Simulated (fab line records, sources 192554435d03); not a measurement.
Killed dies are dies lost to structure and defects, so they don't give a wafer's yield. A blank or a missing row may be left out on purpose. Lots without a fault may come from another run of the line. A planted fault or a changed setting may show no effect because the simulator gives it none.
Which tool did it? | flow n5_finfet | 22 lots, 66 wafers sampled, at 6 steps of a route of 1938

WHAT THE GAUGES READ, wafer by wafer
The record holds no reading of a measuring or inspecting step that can be judged against a usual standard deviation.

WHICH TOOL RAN EACH LOT (tool, then ch and the chambers of the sampled wafers, then the start)
lot  | N5_BEOL_M0_SPUTTER_116       | N5_BEOL_M0_CO_CAP_123            | N5_BEOL_M1_DESCUM_16               | N5_BEOL_M1_ETCH_69                 | N5_BEOL_M1_VIA_ETCH_34             | N5_BEOL_M1_TRENCH_ETCH_37
L074 | pvd_sputter-02, day 5 21:43  | cvd_co-02 ch 0,2, day 5 23:22    | rie_diel-04 ch 0,1,2, day 6 00:31  | rie_diel-04 ch 1,2,3, day 6 01:34  | rie_diel-01 ch 0,3, day 6 06:04    | rie_diel-01 ch 0,3, no start
L075 | pvd_sputter-01, day 6 07:19  | cvd_co-01 ch 0,2, day 6 08:53    | rie_diel-05 ch 0,1,2, day 6 10:35  | rie_diel-05 ch 1,2,3, day 6 11:31  | rie_diel-01 ch 1,3, day 6 13:02    | rie_diel-01 ch 1,3, no start
L076 | pvd_sputter-01, day 6 13:28  | cvd_co-02 ch 0,2, day 6 14:44    | rie_diel-05 ch 0,2, day 6 19:09    | rie_diel-01 ch 0,1,3, day 6 20:04  | rie_diel-04 ch 0,1,3, day 6 20:47  | rie_diel-04 ch 0,1,3, no start
L077 | pvd_sputter-02, day 6 17:58  | cvd_co-01 ch 0,1, day 6 19:12    | rie_diel-01 ch 1,2,3, day 6 20:18  | rie_diel-01 ch 0,2, day 6 21:14    | rie_diel-04 ch 2,3, day 7 01:25    | rie_diel-04 ch 2,3, no start
L078 | pvd_sputter-02, day 7 01:19  | cvd_co-01 ch 0,2, day 7 02:57    | rie_diel-04 ch 1,2,3, day 7 05:20  | rie_diel-01 ch 0,3, day 7 06:53    | rie_diel-05 ch 0,1, day 7 07:36    | rie_diel-05 ch 0,1, no start
L079 | pvd_sputter-01, day 7 12:25  | cvd_co-01 ch 0,1,2, day 7 13:39  | rie_diel-01 ch 0,2, day 7 14:57    | rie_diel-05 ch 0,1,3, day 7 15:52  | rie_diel-01 ch 1,2,3, day 8 07:56  | rie_diel-01 ch 1,2,3, no start
L081 | pvd_sputter-02, day 8 07:42  | cvd_co-02 ch 0,1,2, day 8 09:11  | rie_diel-01 ch 1,3, day 8 13:27    | rie_diel-05 ch 1,2,3, day 8 14:31  | rie_diel-05 ch 0,1, day 8 16:07    | rie_diel-05 ch 0,1, no start
L082 | pvd_sputter-03, day 8 07:46  | cvd_co-02 ch 1,2, day 8 09:18    | rie_diel-05 ch 0,2, day 8 13:34    | rie_diel-05 ch 0,3, day 8 14:40    | rie_diel-01 ch 0,1,3, day 8 16:14  | rie_diel-01 ch 0,1,3, no start
L080 | pvd_sputter-01, day 8 08:01  | cvd_co-02 ch 0,1,2, day 8 09:25  | rie_diel-04 ch 0,3, day 8 13:45    | rie_diel-05 ch 1,2, day 8 14:47    | rie_diel-01 ch 2,3, day 8 18:22    | rie_diel-01 ch 2,3, no start
L083 | pvd_sputter-02, day 8 08:11  | cvd_co-01 ch 0,1, day 8 09:37    | rie_diel-05 ch 0,1,3, day 8 13:47  | rie_diel-01 ch 0,1,3, day 8 14:55  | rie_diel-04 ch 0,1, day 9 00:14    | rie_diel-04 ch 0,1, no start
L085 | pvd_sputter-01, day 8 14:19  | cvd_co-02 ch 1,2, day 8 16:11    | rie_diel-05 ch 0,2,3, day 8 18:25  | rie_diel-01 ch 0,1,2, day 8 19:20  | rie_diel-01 ch 0,3, day 8 20:32    | rie_diel-01 ch 0,3, no start
L084 | pvd_sputter-03, day 8 14:34  | cvd_co-02 ch 1,2, day 8 16:29    | rie_diel-01 ch 0,2,3, day 8 18:36  | rie_diel-05 ch 1,3, day 8 19:39    | rie_diel-01 ch 2,3, day 9 07:43    | rie_diel-01 ch 2,3, no start
L087 | pvd_sputter-03, day 8 22:16  | cvd_co-01 ch 0,2, day 8 23:42    | rie_diel-01 ch 0,2,3, day 9 00:48  | rie_diel-05 ch 0,1,2, day 9 01:51  | rie_diel-05 ch 0,1, day 9 10:22    | rie_diel-05 ch 0,1, no start
L086 | pvd_sputter-03, day 9 00:45  | cvd_co-01 ch 0,1,2, day 9 01:59  | rie_diel-01 ch 2,3, day 9 06:58    | rie_diel-04 ch 1,2, day 9 08:25    | rie_diel-01 ch 0,2, day 9 10:15    | rie_diel-01 ch 0,2, no start
L088 | pvd_sputter-02, day 9 13:31  | cvd_co-02 ch 0,1, day 9 16:36    | rie_diel-01 ch 2,3, day 9 18:25    | rie_diel-04 ch 1,2, day 9 19:40    | rie_diel-01 ch 1,2,3, day 9 21:02  | rie_diel-01 ch 1,2,3, no start
L089 | pvd_sputter-01, day 9 20:47  | cvd_co-01 ch 0,2, day 9 22:01    | rie_diel-04 ch 1,2,3, day 9 23:06  | rie_diel-04 ch 1,2,3, day 10 00:04 | rie_diel-05 ch 1,3, day 10 03:19   | rie_diel-05 ch 1,3, no start
L090 | pvd_sputter-02, day 10 08:26 | cvd_co-01 ch 1,2, day 10 09:39   | rie_diel-04 ch 0,1,2, day 10 11:13 | rie_diel-01 ch 0,2, day 10 12:08   | rie_diel-05 ch 2,3, day 10 16:35   | rie_diel-05 ch 2,3, no start
L092 | pvd_sputter-02, day 10 12:46 | cvd_co-01 ch 0,1,2, day 10 13:59 | rie_diel-01 ch 0,1,2, day 10 17:23 | rie_diel-05 ch 0,1,3, day 10 18:19 | rie_diel-04 ch 0,1,2, day 10 20:42 | rie_diel-04 ch 0,1,2, no start
L091 | pvd_sputter-02, day 10 16:17 | cvd_co-01 ch 0,1,2, day 10 17:38 | rie_diel-05 ch 0,2,3, day 10 21:14 | rie_diel-04 ch 1,2,3, day 10 22:40 | rie_diel-04 ch 0,2,3, day 11 00:23 | rie_diel-04 ch 0,2,3, no start
L094 | pvd_sputter-01, day 11 05:31 | cvd_co-02 ch 0,1,2, day 11 07:59 | rie_diel-04 ch 0,1,3, day 11 09:56 | rie_diel-04 ch 0,1, day 11 11:14   | rie_diel-01 ch 0,3, day 11 17:52   | rie_diel-01 ch 0,3, no start
L095 | pvd_sputter-02, day 11 17:26 | cvd_co-02 ch 1,2, day 11 18:40   | rie_diel-05 ch 0,1,3, day 11 22:56 | rie_diel-04 ch 2,3, day 12 00:05   | rie_diel-01 ch 0,3, day 12 01:38   | rie_diel-01 ch 0,3, no start
L096 | pvd_sputter-01, day 12 03:30 | cvd_co-01 ch 0,1, day 12 04:48   | rie_diel-04 ch 0,1,3, day 12 06:36 | rie_diel-01 ch 0,1,3, day 12 07:54 | rie_diel-05 ch 0,1,2, day 12 10:20 | rie_diel-05 ch 0,1,2, no start
- N5_BEOL_M0_SPUTTER_116: material Cu, target thk 4 nm, time 7.37 s.
- N5_BEOL_M0_CO_CAP_123: material Co, precursor CCTBA/H2, target thk 2 nm, time 102.1 s.
- N5_BEOL_M1_DESCUM_16: chemistry O2, time 7 s.
- N5_BEOL_M1_ETCH_69: etches SiARC in CF4, target depth 15.6 nm, time 26 s.
- N5_BEOL_M1_VIA_ETCH_34: etches the open film in C4F6/O2, target depth 67.8 nm, time 64.4 s.
- N5_BEOL_M1_TRENCH_ETCH_37: etches SiOC in C4F6/O2, target depth 55.207 nm, time 29 s.

WHAT THE TOOLS THEMSELVES READ (means of the sampled wafers that have a number; where no wafer has one, the mark that the record gives instead)
N5_BEOL_M0_SPUTTER_116. Usual: throttle_valve_pct 29.7 %, standard deviation 1.3.
lot  | tool           | throttle_valve_pct (%) | flag
L074 | pvd_sputter-02 | 30.2                   |
L075 | pvd_sputter-01 | 28.5                   |
L076 | pvd_sputter-01 | 28.2                   |
L077 | pvd_sputter-02 | 29.8                   |
L078 | pvd_sputter-02 | 30.6                   |
L079 | pvd_sputter-01 | 29.5                   |
L081 | pvd_sputter-02 | 29.3                   |
L082 | pvd_sputter-03 | 29.7                   |
L080 | pvd_sputter-01 | 29.7                   |
L083 | pvd_sputter-02 | 29.2                   |
L085 | pvd_sputter-01 | 29.5                   |
L084 | pvd_sputter-03 | 30.2                   |
L087 | pvd_sputter-03 | 29.5                   |
L086 | pvd_sputter-03 | 30.5                   |
L088 | pvd_sputter-02 | 29.6                   |
L089 | pvd_sputter-01 | 29.7                   |
L090 | pvd_sputter-02 | 30.4                   |
L092 | pvd_sputter-02 | 29.5                   |
L091 | pvd_sputter-02 | 29.3                   |
L094 | pvd_sputter-01 | 29.7                   |
L095 | pvd_sputter-02 | 30.2                   |
L096 | pvd_sputter-01 | 28.9                   |

N5_BEOL_M0_CO_CAP_123. Usual: heater_power_w 234 W, standard deviation 22.
lot  | tool      | heater_power_w (W) | flag
L074 | cvd_co-02 | 250                |
L075 | cvd_co-01 | 225                |
L076 | cvd_co-02 | 245                |
L077 | cvd_co-01 | 226                |
L078 | cvd_co-01 | 220                |
L079 | cvd_co-01 | 225                |
L081 | cvd_co-02 | 245                |
L082 | cvd_co-02 | 224                |
L080 | cvd_co-02 | 244                |
L083 | cvd_co-01 | 227                |
L085 | cvd_co-02 | 237                |
L084 | cvd_co-02 | 225                |
L087 | cvd_co-01 | 221                |
L086 | cvd_co-01 | 222                |
L088 | cvd_co-02 | 257                |
L089 | cvd_co-01 | 221                |
L090 | cvd_co-01 | 221                |
L092 | cvd_co-01 | 225                |
L091 | cvd_co-01 | 224                |
L094 | cvd_co-02 | 249                |
L095 | cvd_co-02 | 228                |
L096 | cvd_co-01 | 225                |

N5_BEOL_M1_DESCUM_16. Usual: drypump_motor_current_A 5.6 A, standard deviation 0.32; oes_product_au 0.77 a.u., standard deviation 0.093; rf_vpp_V 243.2 V, standard deviation 1.3; showerhead_plenum_p_Torr 2.11 Torr, standard deviation 0.06; temp_c 39.99 C, standard deviation 0.11; throttle_valve_pct 20.40 %, standard deviation 0.24.
lot  | tool        | drypump_motor_current_A (A) | oes_product_au (a.u.) | rf_vpp_V (V) | showerhead_plenum_p_Torr (Torr) | temp_c (C) | throttle_valve_pct (%) | flag
L074 | rie_diel-04 | 6.0                         | 0.79                  | 243.5        | 2.13                            | 39.88      | 20.34                  |
L075 | rie_diel-05 | 5.5                         | 0.81                  | 244.9        | 2.14                            | 39.89      | 20.34                  |
L076 | rie_diel-05 | 5.6                         | 0.87                  | 243.7        | 2.19                            | 40.02      | 20.40                  |
L077 | rie_diel-01 | 5.5                         | 0.72                  | 241.8        | 2.06                            | 39.99      | 20.52                  |
L078 | rie_diel-04 | 6.1                         | 0.77                  | 243.3        | 2.12                            | 39.97      | 20.33                  |
L079 | rie_diel-01 | 5.3                         | 0.79                  | 242.5        | 2.10                            | 40.01      | 20.52                  |
L081 | rie_diel-01 | 5.6                         | 0.74                  | 242.8        | 2.04                            | 40.04      | 20.33                  |
L082 | rie_diel-05 | 5.6                         | 0.85                  | 244.1        | 2.19                            | 39.80      | 20.42                  |
L080 | rie_diel-04 | 5.7                         | 0.70                  | 244.5        | 2.14                            | 40.07      | 20.54                  |
L083 | rie_diel-05 | 5.4                         | 0.77                  | 243.1        | 2.14                            | 39.93      | 20.39                  |
L085 | rie_diel-05 | 5.6                         | 0.77                  | 243.9        | 2.13                            | 40.14      | 20.47                  |
L084 | rie_diel-01 | 5.4                         | 0.75                  | 243.2        | 2.06                            | 40.05      | 20.52                  |
L087 | rie_diel-01 | 5.5                         | 0.74                  | 244.3        | 2.06                            | 39.97      | 20.52                  |
L086 | rie_diel-01 | 5.5                         | 0.70                  | 241.9        | 2.04                            | 40.03      | 20.71                  |
L088 | rie_diel-01 | 5.6                         | 0.71                  | 241.6        | 2.02                            | 39.96      | 20.52                  |
L089 | rie_diel-04 | 6.1                         | 0.83                  | 243.7        | 2.11                            | 40.01      | 20.24                  |
L090 | rie_diel-04 | 6.1                         | 0.84                  | 243.2        | 2.12                            | 39.90      | 20.25                  |
L092 | rie_diel-01 | 5.4                         | 0.74                  | 243.1        | 2.08                            | 40.02      | 20.57                  |
L091 | rie_diel-05 | 5.6                         | 0.75                  | 243.3        | 2.13                            | 40.00      | 20.49                  |
L094 | rie_diel-04 | 5.9                         | 0.85                  | 244.1        | 2.14                            | 39.97      | 20.33                  |
L095 | rie_diel-05 | 5.4                         | 0.74                  | 244.0        | 2.13                            | 39.91      | 20.43                  |
L096 | rie_diel-04 | 5.9                         | 0.84                  | 243.3        | 2.13                            | 39.98      | 20.35                  |

N5_BEOL_M1_ETCH_69. Usual: drypump_motor_current_A 5.7 A, standard deviation 0.35; etch_rf_on_time_s 26.0 s, standard deviation 0.6; oes_product_au 0.67 a.u., standard deviation 0.078; rf_vpp_V 184.2 V, standard deviation 1.1; showerhead_plenum_p_Torr 2.15 Torr, standard deviation 0.06; throttle_valve_pct 15.55 %, standard deviation 0.27.
lot  | tool        | drypump_motor_current_A (A) | etch_rf_on_time_s (s) | oes_product_au (a.u.) | rf_vpp_V (V) | showerhead_plenum_p_Torr (Torr) | throttle_valve_pct (%) | flag
L074 | rie_diel-04 | 6.1                         | 25.9                  | 0.67                  | 185.1        | 2.17                            | 15.55                  |
L075 | rie_diel-05 | 5.5                         | 26.7                  | 0.62                  | 183.8        | 2.14                            | 15.58                  |
L076 | rie_diel-01 | 5.5                         | 25.7                  | 0.67                  | 183.4        | 2.12                            | 15.51                  |
L077 | rie_diel-01 | 5.3                         | 25.6                  | 0.68                  | 184.3        | 2.15                            | 15.70                  |
L078 | rie_diel-01 | 5.6                         | 25.8                  | 0.66                  | 184.9        | 2.09                            | 15.45                  |
L079 | rie_diel-05 | 5.4                         | 26.5                  | 0.67                  | 184.3        | 2.19                            | 15.53                  |
L081 | rie_diel-05 | 5.6                         | 26.8                  | 0.61                  | 183.5        | 2.13                            | 15.59                  |
L082 | rie_diel-05 | 5.5                         | 27.1                  | 0.63                  | 183.6        | 2.18                            | 15.67                  |
L080 | rie_diel-05 | 5.6                         | 26.3                  | 0.62                  | 184.3        | 2.13                            | 15.57                  |
L083 | rie_diel-01 | 5.5                         | 26.1                  | 0.66                  | 183.7        | 2.12                            | 15.52                  |
L085 | rie_diel-01 | 5.4                         | 25.8                  | 0.65                  | 183.2        | 2.14                            | 15.75                  |
L084 | rie_diel-05 | 5.3                         | 26.2                  | 0.62                  | 183.7        | 2.14                            | 15.50                  |
L087 | rie_diel-05 | 5.5                         | 26.0                  | 0.67                  | 184.2        | 2.18                            | 15.53                  |
L086 | rie_diel-04 | 6.2                         | 25.5                  | 0.70                  | 184.3        | 2.12                            | 15.29                  |
L088 | rie_diel-04 | 6.2                         | 25.7                  | 0.69                  | 183.7        | 2.12                            | 15.30                  |
L089 | rie_diel-04 | 6.1                         | 25.7                  | 0.72                  | 184.9        | 2.16                            | 15.45                  |
L090 | rie_diel-01 | 5.3                         | 26.0                  | 0.66                  | 183.8        | 2.15                            | 15.74                  |
L092 | rie_diel-05 | 5.4                         | 26.3                  | 0.65                  | 184.4        | 2.18                            | 15.56                  |
L091 | rie_diel-04 | 6.1                         | 25.6                  | 0.70                  | 184.1        | 2.16                            | 15.46                  |
L094 | rie_diel-04 | 5.8                         | 25.9                  | 0.74                  | 184.2        | 2.20                            | 15.53                  |
L095 | rie_diel-04 | 6.0                         | 25.9                  | 0.75                  | 183.8        | 2.16                            | 15.32                  |
L096 | rie_diel-01 | 5.5                         | 25.8                  | 0.64                  | 184.5        | 2.11                            | 15.59                  |

N5_BEOL_M1_VIA_ETCH_34. Usual: drypump_motor_current_A 5.6 A, standard deviation 0.31; oes_product_au 0.76 a.u., standard deviation 0.086; rf_vpp_V 665 V, standard deviation 13; showerhead_plenum_p_Torr 2.85 Torr, standard deviation 0.089; throttle_valve_pct 30.7 %, standard deviation 0.37.
lot  | tool        | drypump_motor_current_A (A) | oes_product_au (a.u.) | rf_vpp_V (V) | showerhead_plenum_p_Torr (Torr) | throttle_valve_pct (%) | flag
L074 | rie_diel-01 | 5.6                         | 0.78                  | 665          | 2.77                            | 30.5                   |
L075 | rie_diel-01 | 5.6                         | 0.74                  | 676          | 2.75                            | 30.4                   |
L076 | rie_diel-04 | 6.0                         | 0.71                  | 668          | 2.93                            | 30.9                   |
L077 | rie_diel-04 | 6.0                         | 0.77                  | 671          | 2.88                            | 30.6                   |
L078 | rie_diel-05 | 5.3                         | 0.81                  | 657          | 2.92                            | 30.6                   |
L079 | rie_diel-01 | 5.5                         | 0.72                  | 676          | 2.78                            | 30.8                   |
L081 | rie_diel-05 | 5.3                         | 0.85                  | 658          | 2.98                            | 30.8                   |
L082 | rie_diel-01 | 5.5                         | 0.77                  | 664          | 2.81                            | 30.6                   |
L080 | rie_diel-01 | 5.6                         | 0.72                  | 676          | 2.75                            | 30.7                   |
L083 | rie_diel-04 | 5.8                         | 0.69                  | 658          | 2.92                            | 30.9                   |
L085 | rie_diel-01 | 5.4                         | 0.79                  | 655          | 2.83                            | 30.7                   |
L084 | rie_diel-01 | 5.5                         | 0.69                  | 677          | 2.78                            | 31.1                   |
L087 | rie_diel-05 | 5.3                         | 0.79                  | 657          | 2.91                            | 30.7                   |
L086 | rie_diel-01 | 5.3                         | 0.78                  | 655          | 2.86                            | 31.0                   |
L088 | rie_diel-01 | 5.5                         | 0.71                  | 676          | 2.78                            | 30.8                   |
L089 | rie_diel-05 | 5.5                         | 0.70                  | 659          | 2.84                            | 30.8                   |
L090 | rie_diel-05 | 5.8                         | 0.69                  | 654          | 2.82                            | 30.8                   |
L092 | rie_diel-04 | 6.0                         | 0.84                  | 667          | 2.87                            | 30.5                   |
L091 | rie_diel-04 | 5.9                         | 0.92                  | 663          | 2.87                            | 30.4                   |
L094 | rie_diel-01 | 5.4                         | 0.77                  | 655          | 2.82                            | 30.7                   |
L095 | rie_diel-01 | 5.6                         | 0.74                  | 665          | 2.75                            | 30.6                   |
L096 | rie_diel-05 | 5.5                         | 0.76                  | 654          | 2.89                            | 30.8                   |

N5_BEOL_M1_TRENCH_ETCH_37. Usual: drypump_motor_current_A 5.6 A, standard deviation 0.31; oes_product_au 0.76 a.u., standard deviation 0.085; rf_vpp_V 665 V, standard deviation 13; showerhead_plenum_p_Torr 2.85 Torr, standard deviation 0.089; throttle_valve_pct 20.8 %, standard deviation 0.31.
lot  | tool        | drypump_motor_current_A (A) | oes_product_au (a.u.) | rf_vpp_V (V) | showerhead_plenum_p_Torr (Torr) | throttle_valve_pct (%) | flag
L074 | rie_diel-01 | 5.6                         | 0.79                  | 665          | 2.78                            | 20.6                   |
L075 | rie_diel-01 | 5.6                         | 0.74                  | 677          | 2.76                            | 20.6                   |
L076 | rie_diel-04 | 6.0                         | 0.70                  | 667          | 2.93                            | 21.1                   |
L077 | rie_diel-04 | 6.0                         | 0.77                  | 670          | 2.88                            | 20.8                   |
L078 | rie_diel-05 | 5.3                         | 0.82                  | 655          | 2.92                            | 20.7                   |
L079 | rie_diel-01 | 5.6                         | 0.72                  | 677          | 2.79                            | 20.9                   |
L081 | rie_diel-05 | 5.3                         | 0.86                  | 657          | 2.98                            | 20.8                   |
L082 | rie_diel-01 | 5.5                         | 0.77                  | 665          | 2.81                            | 20.7                   |
L080 | rie_diel-01 | 5.6                         | 0.72                  | 676          | 2.75                            | 20.9                   |
L083 | rie_diel-04 | 5.9                         | 0.70                  | 659          | 2.93                            | 21.1                   |
L085 | rie_diel-01 | 5.4                         | 0.79                  | 654          | 2.83                            | 20.7                   |
L084 | rie_diel-01 | 5.5                         | 0.70                  | 678          | 2.78                            | 21.1                   |
L087 | rie_diel-05 | 5.3                         | 0.79                  | 656          | 2.92                            | 20.7                   |
L086 | rie_diel-01 | 5.3                         | 0.78                  | 656          | 2.87                            | 21.0                   |
L088 | rie_diel-01 | 5.5                         | 0.72                  | 676          | 2.78                            | 20.9                   |
L089 | rie_diel-05 | 5.5                         | 0.70                  | 659          | 2.84                            | 20.9                   |
L090 | rie_diel-05 | 5.8                         | 0.69                  | 653          | 2.83                            | 21.0                   |
L092 | rie_diel-04 | 6.0                         | 0.84                  | 667          | 2.87                            | 20.6                   |
L091 | rie_diel-04 | 5.9                         | 0.92                  | 661          | 2.87                            | 20.5                   |
L094 | rie_diel-01 | 5.4                         | 0.77                  | 654          | 2.82                            | 20.8                   |
L095 | rie_diel-01 | 5.6                         | 0.74                  | 665          | 2.76                            | 20.7                   |
L096 | rie_diel-05 | 5.5                         | 0.76                  | 654          | 2.90                            | 20.8                   |

THE ANSWER, worked out from the rows above alone
Rule: a lot is off if the mean of its wafers that have a number lies more than 3 standard deviations from the usual mean. A lot without any number at a reading at which 4 lots or more have one is off too. The other lots that the step has rows for count as sound. The gauges are gone through in route order, then the tools' own readings, and for those a lot's mean is taken as printed above. The first step at which some lot is off is used, and at that step the reading that is off furthest; a lot without a number counts as furthest.
No lot is off at any reading shown: from this, nothing can be told.

WHAT THE SIMULATOR HAD PUT IN
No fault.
